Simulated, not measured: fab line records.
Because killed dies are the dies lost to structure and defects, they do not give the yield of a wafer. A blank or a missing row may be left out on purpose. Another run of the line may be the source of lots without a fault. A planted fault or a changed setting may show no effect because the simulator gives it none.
Matching of chambers ; flow n5 finfet ; N5_FIN_SAQP_HM_OPEN_33 on rie diel-01: 4 sister chambers
The step chemistry CH3F/O2, target SiNx, target depth 49.4 nm, time 70.6 s. 4 wafers are shown with their chamber, then 9 later ones without.

EACH WAFER AND ITS CHAMBER
wafer;chamber;drypump motor current A (A)
L084.5;0;6.0
L088.5;3;6.0
L089.2;1;6.7
L089.5;2;5.2

WAFERS MISSING THEIR CHAMBER
wafer;drypump motor current A (A)
L090.1;5.2
L090.3;6.7
L090.4;6.7
L091.1;6.0
L091.2;5.2
L091.5;6.0
L095.2;5.1
L095.3;6.0
L095.4;5.1

EACH ONE'S CHAMBER
wafer;from the rows above;in truth
L090.1;2;2
L090.3;1;1
L090.4;1;1
L091.1;can't be placed: 0 or 3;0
L091.2;2;2
L091.5;can't be placed: 0 or 3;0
L095.2;2;2
L095.3;can't be placed: 0 or 3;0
L095.4;2;2
Placed correctly: 6 of 9. Can't be placed from these rows: 3 (the true chamber is among the candidates in 3). Placed wrongly: 0.
How it was worked out, from the rows above alone: a wafer's distance from a chamber is the root of the sum, over the readings, of the square of ((its reading less the chamber's mean) divided by the reading's scatter). The wafer belongs to the nearest chamber; if the next one is less than 2 further off, it can't be placed. Each chamber's mean is taken over the wafers shown for it. The scatter: root of mean squared gap, hidden wafer to nearest shown wafer, with one shown wafer a chamber.
